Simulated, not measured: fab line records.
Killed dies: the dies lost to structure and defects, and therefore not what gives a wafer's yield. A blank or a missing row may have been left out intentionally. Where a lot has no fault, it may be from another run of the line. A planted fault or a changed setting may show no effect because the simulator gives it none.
Comparing a struck lot with a sound one || flow nand_harc || 13 steps out of a route of 1302
Sound: wafers L724.1, L724.3, L724.6. Struck: wafers L716.1, L716.4, L716.6. The cause is given at the end.
For every step that has rows: the tool of each side, followed by ch and its chambers, followed by its first start. Under that, the readings that differ: sound wafers || struck wafers || difference of the means || sigmas: that difference in standard deviations of wafers without a fault.
alike: readings whose means differ by less than 2 such deviations, and words and numbers that are the same on both sides. not compared: withheld readings, readings that some wafer has no value for, bounds like >300 that may hide the same value, and numbers for which the record gives no deviation and whose values overlap.
Wherever a step has rows on one side only, a row that says differs or no value, or a row with sigmas, the two part there. Numbers that have no deviation but don't overlap get no sigmas and don't part them. Lack of a reading on every wafer of one side parts them only where that side has two or more wafers.

first, 2 steps without rows for these wafers: NHARC_A_ONON_D1_ANNEAL_15 (time 3600 s); NHARC_A_ONON_D1_DEP_16 (target thk 1000 nm).
NHARC_A_ONON_D1_THK_MEAS_18: measures by ellipsometry.
  sound: film_metro-02 at day 16 13:13; struck: film_metro-01 at day 12 23:58
  alike: thk_nm
then NHARC_A_ONON_D1_DEP_19 (target thk 1000 nm), 1 step lacking rows for these wafers.
NHARC_A_ONON_D1_THK_MEAS_21: measures by ellipsometry.
  sound: film_metro-01 at day 16 13:46; struck: film_metro-02 at day 13 00:31
  alike: thk_nm
then NHARC_A_ONON_D1_DEP_22 (target thk 1000 nm), 1 step lacking rows for these wafers.
NHARC_A_ONON_D1_THK_MEAS_24: measures by ellipsometry.
  sound: film_metro-01 at day 16 14:20; struck: film_metro-01 at day 13 01:05
{"reading": "thk_nm (nm)", "sound": "1015 1015 1015", "struck": "994 996 994", "difference": -20, "sigmas": -2}
then NHARC_A_ONON_D1_DEP_25 (target thk 1000 nm), 1 step lacking rows for these wafers.
NHARC_A_ONON_D1_THK_MEAS_27: measures by ellipsometry.
  sound: film_metro-01 at day 16 14:54; struck: film_metro-01 at day 13 01:40
  alike: thk_nm
then NHARC_A_ONON_D1_DEP_28 (target thk 1000 nm), 1 step lacking rows for these wafers.
NHARC_A_ONON_D1_THK_MEAS_30: measures by ellipsometry.
  sound: film_metro-01 at day 16 15:28; struck: film_metro-01 at day 13 02:15
  alike: thk_nm
NHARC_A_ONON_D1_DEP_33: deposits SiO2, target thk 200 nm.
  sound on pecvd-02 ch 0,2, day 16 15:32; struck on pecvd-02 ch 0,1, day 13 02:19
{"reading": "mfc_precursor_sccm (sccm)", "sound": "162.9 162.1 161.6", "struck": "144.5 144.8 143.7", "difference": -17.9, "sigmas": -33}
  alike: chamber_pressure_Torr, heater_power_w, throttle_valve_pct
NHARC_A_ONON_D1_THK_MEAS_34: measures by ellipsometry.
  sound: film_metro-01 at day 16 15:56; struck: film_metro-01 at day 13 02:43
{"reading": "thk_nm (nm)", "sound": "200.4 202.3 205.8", "struck": "181.2 185.3 181.6", "difference": -20.1, "sigmas": -7}

== WHERE THEY PART ==
Last at NHARC_A_ONON_D1_THK_MEAS_34 as far as this record goes, first at NHARC_A_ONON_D1_THK_MEAS_24.

WHY: what the simulator had put in
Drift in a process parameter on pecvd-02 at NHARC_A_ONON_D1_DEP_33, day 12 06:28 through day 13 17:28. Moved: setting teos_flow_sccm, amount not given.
